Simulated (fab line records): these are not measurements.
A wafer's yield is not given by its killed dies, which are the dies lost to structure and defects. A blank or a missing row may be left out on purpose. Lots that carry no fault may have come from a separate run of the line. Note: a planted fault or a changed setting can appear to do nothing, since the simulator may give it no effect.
fab line records | flow nandHarc | part 1 of 2: steps 1 to 4 of 6
record lots=18 wafers=54 lastDay=24
route steps=1159 shown P_ZERO_WELL@31 P_STI@89 P_GATE@144
lots that met no fault: from a run of the same line without faults
startH: start of the lot's first displayed wafer, in hours after the record's first day | waitH: how many hours have passed since the lot's step before this one | " unchanged from the row above | L1.1+2: several wafers, shown together as one row | - either no value or no given start | * or withheld: withheld | < > ~ a bound
route shown NAME@n: names a module that has steps shown in the file, with the first one's number in the route | usual: mean and standard deviation over wafers with no fault | same: alike in all rows | chamber/n: place in a boat | sites: readings site by site | _std_site: standard deviation across them | _edge_site: mean of outer sites minus mean of inner sites | radiusMm: for every site, how far away it sits from the centre of the wafer | mask NAME#n: copy n | behind: the most recent tool/chamber to have shaped the wafer | hold: why the lot was held/for how many hours/how that ended | device: the transistor (n, p or np) that didn't switch | end of line: the tests these same wafers got at the end of their route | step lacking rows: just its recipe | killed: count of dies lost to structure and defects at first sort (not the wafer's yield) | map: shows each die of a wafer: x if killed, . if not, _ if none is there
set.NAME: the setting the step ran with; set.NAME@STEP: the setting that earlier step ran with | model.NAME: the simulator's own value behind a step, which no gauge read
a sample of lots followed through the steps of the route, with each step as a table and each wafer as a row
services: when a tool's chamber went out of use (startH, in hours from the record's first day, below 0 if earlier), for how many hours, and the reason
## steps
# step NHARC_P_ZERO_WELL_DESCUM_26
# recipe timeS=3 o2FlowSccm=200 arFlowSccm=0 biasPowerW=0 chemistry=O2
# usual drypumpMotorCurrentA=5.5/0.37 o2FlowSccm=199.9/1.1 oesProductAu=1.000/0.014 rfVppV=58.1/0.97 showerheadPlenumPTorr=1.94/0.082 throttleValvePct=11.310/0.0096
# columns lot.wafer tool chamber startH waitH drypumpMotorCurrentA o2FlowSccm oesProductAu rfHoursCounterH rfVppV showerheadPlenumPTorr throttleValvePct
L074.3 rieDiel-09 0 14.62 - 5.2 201.0 1.014 6 57.6 1.85 11.295
L074.2 " 2 " " 5.8 200.1 1.006 6 59.2 2.01 11.303
L074.5 " 3 " " 5.2 199.7 0.992 - 59.1 2.04 11.322
L075.3 rieDiel-09 0 20.73 - 5.2 199.5 1.023 7 57.0 1.85 11.313
L075.2 " 2 " " 5.9 199.3 1.006 7 57.9 2.01 11.306
L075.4 " 3 " " 5.1 199.4 0.996 6 59.8 2.04 11.324
L076.3 rieDiel-09 0 26.74 - 5.2 199.3 1.024 7 58.4 1.85 11.325
L076.1 " 1 " " 5.2 201.0 0.993 8 60.3 2.01 11.309
L076.6 " 0 " " 5.2 200.0 1.013 - 57.0 1.85 11.304
L077.3 rieDiel-09 2 32.79 - 5.8 199.7 0.994 7 58.5 2.01 11.307
L077.2 " 0 " " 5.2 200.6 1.009 8 58.7 1.85 11.321
L077.6 " 1 " " 5.2 199.9 0.995 - 58.1 2.01 11.295
L078.3 rieDiel-08 1 38.65 - 5.9 200.7 0.973 5 58.8 1.87 11.307
L078.1 " 0 " " 5.2 199.3 0.998 4 57.9 2.01 11.320
L078.5 " 2 " " 5.8 200.0 0.997 - 57.2 1.79 11.298
L079.1 rieDiel-07 0 44.78 - 5.7 200.1 0.976 12 57.1 1.93 11.324
L079.5 " 1 " " 5.5 199.9 0.985 - 57.1 1.91 11.320
L079.6 " 2 " " 6.5 200.1 1.010 - 56.6 1.87 11.307
L080.4 rieDiel-08 3 50.67 - 5.3 199.9 1.008 6 60.8 1.96 11.315
L080.5 " 0 " " 5.2 199.5 1.013 - 57.3 2.01 11.314
L080.6 " 1 " " 5.9 200.2 0.985 - 58.3 1.87 11.314
L081.4 rieDiel-09 3 56.77 - 5.2 200.5 0.991 9 57.7 2.04 11.316
L081.3 " 0 " " 5.2 199.6 1.008 10 56.9 1.85 11.316
L081.6 " 0 " " 5.2 199.9 1.006 - 56.6 1.85 11.324
L083.2 rieDiel-09 3 68.67 - 5.2 199.9 0.989 9 59.8 2.04 11.314
L083.1 " 1 " " 5.2 200.8 0.996 11 57.4 2.01 11.315
L083.6 " 2 " " 5.9 199.0 0.989 - 58.6 2.01 11.311
L084.4 rieDiel-08 3 74.52 - 5.3 200.7 1.002 9 58.9 1.96 11.310
L084.3 " 1 " " 5.9 200.0 0.974 8 56.8 1.87 11.312
L084.6 " 0 " " 5.2 200.2 0.995 - 57.6 2.01 11.310
L085.2 rieDiel-07 2 80.63 - 6.5 198.9 1.027 2 59.2 1.87 11.330
L085.3 " 0 " " 5.7 200.5 1.002 1 58.5 1.93 11.318
L085.6 " 2 " " 6.4 199.4 1.022 - 58.4 1.87 11.328
L086.2 rieDiel-09 2 86.65 - 5.9 199.0 0.985 0 59.0 2.01 11.313
L086.3 " 3 " " 5.2 200.4 1.010 0 57.7 2.04 11.319
L086.5 " 0 " " 5.2 199.3 1.006 - 57.4 1.85 11.315
L087.4 rieDiel-09 1 92.75 - 5.2 199.4 1.011 0 58.9 2.01 11.323
L087.6 " 0 " " 5.2 200.3 1.010 - 57.9 1.85 11.310
L087.5 " 1 " " 5.2 199.4 1.008 - 58.0 2.01 11.307
L090.3 rieDiel-08 3 110.81 - 5.3 199.4 0.998 11 57.4 1.96 11.311
L090.6 " 2 " " 5.8 199.6 0.994 - 58.1 1.79 11.310
L090.5 " 3 " " 5.3 199.3 1.000 - 58.8 1.96 11.302
L091.4 rieDiel-07 1 116.80 - 5.5 199.2 0.994 5 57.3 1.90 11.292
L091.6 " 2 " " 6.5 200.1 1.019 - 57.4 1.87 11.306
L091.5 " 3 " " 5.5 201.0 0.986 - 59.7 2.03 11.293
L092.4 rieDiel-07 0 122.74 - 5.7 199.0 0.993 4 58.9 1.93 11.317
L092.3 " 2 " " 6.4 199.8 1.010 6 58.0 1.87 11.300
L092.6 " 0 " " 5.7 199.5 0.999 - 58.6 1.93 11.328
L095.1 rieDiel-07 0 140.64 - 5.6 199.9 1.003 5 57.9 1.93 11.295
L095.6 " 0 " " 5.7 200.2 0.997 - 58.1 1.93 11.307
L095.5 " 1 " " 5.5 199.3 0.995 - 57.4 1.90 11.318
L097.3 rieDiel-07 0 152.62 - 5.7 200.2 0.981 7 58.8 1.93 11.305
L097.1 " 1 " " 5.5 199.8 0.993 8 58.4 1.90 11.311
L097.6 " 0 " " 5.7 199.7 0.980 - 57.9 1.93 11.299
# step NHARC_P_ZERO_WELL_DESCUM_54
# recipe timeS=3 o2FlowSccm=200 arFlowSccm=0 biasPowerW=0 chemistry=O2
# usual drypumpMotorCurrentA=5.5/0.36 o2FlowSccm=199.9/0.57 oesProductAu=1.001/0.015 rfVppV=57.9/0.95 showerheadPlenumPTorr=1.94/0.082 throttleValvePct=11.311/0.0089
# columns lot.wafer tool chamber startH waitH drypumpMotorCurrentA o2FlowSccm oesProductAu rfHoursCounterH rfVppV showerheadPlenumPTorr throttleValvePct
L074.2 rieDiel-07 2 17.89 - 6.5 198.9 1.010 10 56.5 1.87 11.318
L074.3 " 1 " " 5.5 200.3 0.988 10 58.6 1.91 11.320
L074.5 " 2 " " 6.5 199.6 1.001 - 57.0 1.87 11.307
L075.2 rieDiel-08 3 24.04 - 5.2 199.5 0.999 4 58.1 1.96 11.314
L075.3 " 0 " " 5.2 199.7 1.018 3 56.9 2.01 11.315
L075.4 " 1 " " 5.9 199.6 0.975 4 57.3 1.87 11.321
L076.3 rieDiel-09 2 30.02 - 5.9 200.0 0.997 7 57.4 2.01 11.311
L076.1 " 3 " " 5.2 200.5 0.989 7 57.7 2.04 11.317
L076.6 " 2 " " 5.9 200.6 1.006 - 58.3 2.01 11.278
L077.2 rieDiel-07 2 36.12 - 6.5 199.8 1.008 10 56.8 1.87 11.297
L077.3 " 0 " " 5.7 199.9 0.969 11 57.3 1.93 11.302
L077.6 " 0 " " 5.7 199.7 0.975 - 58.5 1.93 11.308
L078.3 rieDiel-07 2 41.97 - 6.4 200.5 0.996 12 58.4 1.87 11.296
L078.1 " 3 " " 5.5 200.9 0.985 11 58.9 2.03 11.302
L078.5 " 0 " " 5.7 200.1 0.967 - 57.2 1.93 11.304
L079.1 rieDiel-09 1 48.07 - 5.2 199.6 0.991 10 58.9 2.01 11.330
L079.5 " 2 " " 5.8 200.3 1.004 - 56.6 2.01 11.310
L079.6 " 3 " " 5.2 200.4 0.998 - 58.6 2.04 11.313
L080.4 rieDiel-09 0 53.95 - 5.2 201.2 1.005 10 58.5 1.85 11.298
L080.5 " 2 " " 5.9 199.9 0.999 - 58.6 2.01 11.299
L080.6 " 3 " " 5.2 199.3 1.003 - 57.3 2.03 11.295
L081.3 rieDiel-09 1 59.96 - 5.3 199.2 1.003 11 58.6 2.01 11.318
L081.4 " 2 " " 5.9 200.4 0.990 9 58.8 2.01 11.307
L081.6 " 0 " " 5.2 201.0 1.013 - 58.2 1.85 11.306
L083.2 rieDiel-07 2 71.83 - 6.5 199.9 1.027 0 56.7 1.87 11.306
L083.1 " 3 " " 5.5 199.5 0.991 0 58.4 2.03 11.324
L083.6 " 3 " " 5.5 200.0 0.997 - 58.3 2.03 11.319
L084.3 rieDiel-08 1 77.68 - 5.9 199.2 0.982 8 59.0 1.87 11.317
L084.4 " 3 " " 5.3 200.6 1.013 9 57.7 1.96 11.309
L084.6 " 0 " " 5.2 199.7 0.998 - 58.8 2.01 11.307
L085.2 rieDiel-08 0 83.82 - 5.2 199.3 1.005 8 56.7 2.01 11.302
L085.3 " 3 " " 5.3 199.9 1.020 10 57.3 1.96 11.321
L085.6 " 0 " " 5.2 199.6 1.006 - 56.3 2.01 11.321
L086.3 rieDiel-08 0 89.92 - 5.2 199.8 1.005 8 57.6 2.01 11.328
L086.2 " 2 " " 5.8 199.5 0.988 9 56.3 1.79 11.320
L086.5 " 3 " " 5.2 199.3 1.010 - 57.6 1.96 11.311
L087.4 rieDiel-09 0 96.11 - 5.2 199.7 1.012 0 57.1 1.85 11.302
L087.6 " 3 " " 5.2 200.4 1.033 - 58.7 2.03 11.307
L087.5 " 0 " " 5.2 199.3 1.013 - 59.3 1.85 11.317
L090.3 rieDiel-08 3 114.01 - 5.3 200.6 1.005 11 58.5 1.96 11.317
L090.5 " 1 " " 5.9 199.7 0.980 - 57.4 1.87 11.311
L090.6 " 2 " " 5.8 200.2 0.997 - 56.8 1.79 11.314
L091.4 rieDiel-09 1 120.08 - 5.2 199.9 1.008 2 57.1 2.01 11.306
L091.6 " 3 " " 5.2 200.2 1.012 - 59.2 2.03 11.316
L091.5 " 0 " " 5.2 200.1 0.991 - 57.0 1.84 11.319
L092.4 rieDiel-09 1 125.88 - 5.2 199.9 1.020 2 59.2 2.01 11.287
L092.3 " 3 " " 5.2 199.1 1.031 3 57.9 2.03 11.301
L092.6 " 1 " " 5.2 200.3 1.014 - 57.2 2.01 11.302
L095.1 rieDiel-08 0 143.95 - 5.2 199.3 0.996 0 58.2 2.01 11.315
L095.6 " 3 " " 5.3 200.7 1.024 - 57.7 1.96 11.306
L095.5 " 0 " " 5.2 199.9 1.006 - 58.2 2.01 11.314
L097.3 rieDiel-08 3 155.89 - 5.2 199.3 1.015 2 57.1 1.96 11.309
L097.1 " 0 " " 5.3 199.3 1.004 2 58.5 2.01 11.316
L097.6 " 0 " " 5.2 199.6 0.991 - 59.7 2.01 11.308
# step NHARC_P_STI_ETCH_31
# recipe targetDepthA=1089 timeS=54.5 cf4FlowSccm=100 chf3FlowSccm=30 arFlowSccm=0 rfW=500 biasW=200 chemistry=CF4/CHF3
# usual drypumpMotorCurrentA=5.6/0.41 oesProductAu=0.958/0.018 rfVppV=369.5/2.5 showerheadPlenumPTorr=1.54/0.071 throttleValvePct=16.802/0.0092
# columns lot.wafer tool chamber startH waitH drypumpMotorCurrentA oesProductAu rfHoursCounterH rfVppV showerheadPlenumPTorr throttleValvePct
L074.2 rieDiel-03 1 - - 5.1 0.986 5.0 372.9 1.65 16.809
L074.3 " 2 " " 5.6 0.965 5.0 372.5 1.61 16.790
L074.5 " 0 " " 5.8 0.981 - 368.5 1.51 16.786
L075.3 rieDiel-05 0 - - 5.5 0.944 0.6 373.5 1.67 16.802
L075.2 " 2 " " 5.7 0.958 0.7 368.6 1.54 16.791
L075.4 " 3 " " 5.6 0.949 0.7 368.2 1.50 16.796
L076.1 rieDiel-05 1 - - 5.9 0.965 1.0 372.5 1.59 16.800
L076.3 " 2 " " 5.8 0.957 1.0 368.1 1.54 16.828
L076.6 " 0 " " 5.5 0.973 - 374.0 1.67 16.803
L077.2 rieDiel-02 1 - - 5.2 0.967 3.8 367.9 1.48 16.792
L077.3 " 2 " " 6.5 0.959 3.6 368.4 1.51 16.799
L077.6 " 3 " " 5.1 0.952 - 366.4 1.48 16.794
L078.3 rieDiel-02 0 - - 5.7 0.940 4.3 367.5 1.48 16.790
L078.1 " 2 " " 6.4 0.902 3.8 368.3 1.51 16.794
L078.5 " 3 " " 5.1 0.904 - 367.4 1.48 16.811
L079.1 rieDiel-02 3 - - 5.1 0.960 3.0 367.9 1.48 16.800
L079.6 " 2 " " 6.4 0.959 - 368.8 1.51 16.787
L079.5 " 3 " " 5.1 0.951 - 367.6 1.48 16.789
L080.4 rieDiel-02 1 - - 5.2 0.969 4.7 366.5 1.48 16.794
L080.5 " 3 " " 5.1 0.954 - 365.5 1.48 16.816
L080.6 " 0 " " 5.7 0.974 - 369.1 1.48 16.814
L081.4 rieDiel-05 0 - - 5.4 0.952 1.5 374.2 1.67 16.806
L081.3 " 2 " " 5.7 0.954 1.4 369.9 1.54 16.811
L081.6 " 3 " " 5.6 0.945 - 367.6 1.50 16.813
L083.1 rieDiel-03 3 - - 5.8 0.992 1.5 371.9 1.67 16.810
L083.2 " 1 " " 5.1 0.965 1.6 374.0 1.65 16.799
L083.6 " 2 " " 5.7 0.965 - 371.9 1.61 16.795
L084.3 rieDiel-05 0 - - 5.5 0.970 1.9 374.0 1.67 16.797
L084.4 " 1 " " 6.0 0.964 1.7 369.6 1.59 16.807
L084.6 " 3 " " 5.6 0.960 - 368.4 1.50 16.799
L085.2 rieDiel-03 3 - - 5.8 0.965 1.9 374.2 1.67 16.804
L085.3 " 0 " " 5.8 0.955 1.8 368.1 1.51 16.807
L085.6 " 3 " " 5.8 0.959 - 373.3 1.67 16.796
L086.3 rieDiel-02 3 - - 5.1 0.923 6.3 367.6 1.48 16.815
L086.2 " 0 " " 5.7 0.941 7.2 367.1 1.48 16.811
L086.5 " 3 " " 5.1 0.920 - 367.0 1.48 16.814
L087.4 rieDiel-05 1 - - 5.9 0.970 2.4 370.0 1.59 16.813
L087.6 " 0 " " 5.5 0.962 - 373.8 1.67 16.815
L087.5 " 1 " " 5.9 0.968 - 371.8 1.59 16.814
L090.3 rieDiel-03 3 - - 5.8 0.978 3.1 374.1 1.67 16.796
L090.6 " 3 " " 5.8 0.977 - 373.1 1.67 16.803
L090.5 " 0 " " 5.9 0.959 - 369.4 1.51 16.798
L091.4 rieDiel-02 3 - - 5.1 0.927 7.7 367.2 1.48 16.798
L091.6 " 2 " " 6.5 0.943 - 367.7 1.51 16.805
L091.5 " 3 " " 5.1 0.927 - 367.3 1.48 16.804
L092.4 rieDiel-05 3 - - 5.6 0.949 3.4 367.2 1.50 16.783
L092.3 " 0 " " 5.5 0.932 3.2 372.8 1.67 16.798
L092.6 " 1 " " 6.0 0.937 - 370.9 1.59 16.810
L095.1 rieDiel-02 0 - - 5.6 0.958 0.0 366.0 1.48 16.811
L095.6 " 3 " " 5.1 0.948 - 366.1 1.48 16.799
L095.5 " 0 " " 5.7 0.945 - 367.9 1.48 16.816
L097.1 rieDiel-02 2 - - 6.5 0.984 0.5 369.0 1.51 16.792
L097.3 " 0 " " 5.7 0.967 0.4 367.1 1.48 16.793
L097.6 " 2 " " 6.5 0.990 - 367.9 1.51 16.809
# step NHARC_P_GATE_DESCUM_31
# recipe timeS=3 o2FlowSccm=200 arFlowSccm=0 biasPowerW=0 chemistry=O2
# usual drypumpMotorCurrentA=5.9/0.57 o2FlowSccm=199.9/0.52 oesProductAu=1.001/0.014 rfVppV=57.9/0.98 showerheadPlenumPTorr=1.91/0.093 throttleValvePct=11.310/0.0086
# columns lot.wafer tool chamber startH waitH drypumpMotorCurrentA o2FlowSccm oesProductAu rfHoursCounterH rfVppV showerheadPlenumPTorr throttleValvePct
L074.2 rieDiel-11 0 89.09 0.1 5.9 200.1 0.987 12 59.3 2.04 11.309
L074.3 " 2 " " 4.8 200.1 0.970 12 59.3 1.87 11.318
L074.5 " 0 " " 6.0 199.1 1.002 - 58.8 2.04 11.306
L075.2 rieDiel-11 2 100.88 0.1 4.8 199.5 0.970 14 58.8 1.87 11.309
L075.3 " 0 " " 5.9 200.2 0.981 14 58.0 2.04 11.299
L075.4 " 1 " " 6.6 199.5 1.001 14 57.4 1.94 11.320
L077.3 rieDiel-11 0 106.04 0.1 5.9 200.7 0.991 16 57.2 2.04 11.309
L077.2 " 2 " " 4.8 200.2 0.969 16 57.9 1.87 11.308
L077.6 " 3 " " 6.3 198.9 0.997 - 57.3 1.88 11.316
L076.3 rieDiel-12 1 106.71 0.1 6.1 199.4 1.011 28 57.9 1.87 11.311
L076.1 " 2 " " 6.2 199.5 1.002 27 58.2 1.81 11.298
L076.6 " 0 " " 5.1 200.1 1.010 - 57.5 1.77 11.307
L078.3 rieDiel-12 1 114.70 0.1 6.0 200.6 1.002 31 57.0 1.87 11.309
L078.1 " 2 " " 6.2 200.4 1.006 29 56.1 1.81 11.309
L078.5 " 2 " " 6.2 200.2 0.999 - 57.8 1.81 11.308
L079.1 rieDiel-12 2 126.81 0.1 6.2 199.5 0.996 31 58.0 1.81 11.311
L079.5 " 3 " " 6.0 200.7 1.020 - 56.9 1.81 11.308
L079.6 " 0 " " 5.1 200.0 1.023 - 56.5 1.77 11.309
L080.4 rieDiel-11 2 128.81 0.1 4.8 199.7 0.983 19 59.4 1.86 11.314
L080.5 " 3 " " 6.3 199.3 1.021 - 57.9 1.88 11.316
L080.6 " 0 " " 5.9 199.3 1.007 - 59.4 2.04 11.315
L081.3 rieDiel-11 2 129.41 0.1 4.8 199.5 0.979 19 56.8 1.86 11.308
L081.4 " 3 " " 6.3 199.6 1.019 21 58.2 1.88 11.294
L081.6 " 0 " " 5.9 200.2 1.002 - 56.5 2.04 11.305
L084.4 rieDiel-11 1 145.59 0.1 6.6 200.3 0.992 22 58.6 1.94 11.316
L084.3 " 3 " " 6.3 199.7 1.002 24 58.8 1.88 11.320
L084.6 " 1 " " 6.6 200.1 0.986 - 58.2 1.94 11.300
L083.1 rieDiel-13 0 145.87 0.1 5.4 198.8 1.026 14 59.6 2.07 11.295
L083.2 " 2 " " 6.5 199.7 1.001 14 57.1 1.80 11.304
L083.6 " 3 " " 6.3 200.4 1.024 - 59.1 2.02 11.311
L086.3 rieDiel-11 3 166.12 0.1 6.3 198.4 1.009 26 56.6 1.88 11.317
L086.2 " 0 " " 5.9 200.5 0.991 25 58.5 2.04 11.303
L086.5 " 0 " " 5.9 199.3 0.990 - 58.5 2.04 11.308
L085.3 rieDiel-11 2 166.78 0.1 4.8 199.7 0.977 25 56.7 1.86 11.317
L085.2 " 3 " " 6.3 200.2 1.013 26 57.1 1.88 11.314
L085.6 " 0 " " 5.9 199.8 0.983 - 59.8 2.04 11.309
L087.4 rieDiel-12 1 167.64 0.1 6.0 200.0 1.002 49 59.2 1.86 11.307
L087.6 " 1 " " 6.0 199.4 1.005 - 57.5 1.86 11.313
L087.5 " 2 " " 6.2 199.5 0.993 - 56.7 1.80 11.319
L091.4 rieDiel-11 1 187.53 0.1 6.6 199.1 0.986 30 57.6 1.94 11.313
L091.5 " 3 " " 6.3 200.3 1.001 - 57.1 1.88 11.294
L091.6 " 0 " " 6.0 198.9 0.988 - 59.2 2.04 11.302
L090.3 rieDiel-12 0 187.72 0.1 5.2 200.5 1.007 58 56.1 1.76 11.305
L090.5 " 1 " " 6.1 199.7 1.004 - 58.5 1.86 11.320
L090.6 " 2 " " 6.2 199.5 0.995 - 58.9 1.80 11.318
L092.4 rieDiel-11 0 198.64 0.1 5.9 200.0 1.000 0 59.7 2.04 11.311
L092.3 " 2 " " 4.8 200.6 0.997 0 58.2 1.86 11.308
L092.6 " 1 " " 6.6 200.1 0.991 - 58.2 1.93 11.308
L095.1 rieDiel-11 0 216.56 0.1 5.9 199.9 0.994 3 58.3 2.04 11.306
L095.6 " 1 " " 6.6 200.0 0.986 - 59.4 1.93 11.325
L095.5 " 2 " " 4.8 200.4 1.004 - 57.6 1.86 11.309
L097.1 rieDiel-11 0 229.93 0.1 5.9 200.0 0.997 4 57.6 2.04 11.309
L097.3 " 1 " " 6.6 200.0 0.998 5 58.0 1.93 11.306
L097.6 " 0 " " 5.9 200.0 0.992 - 57.2 2.04 11.303
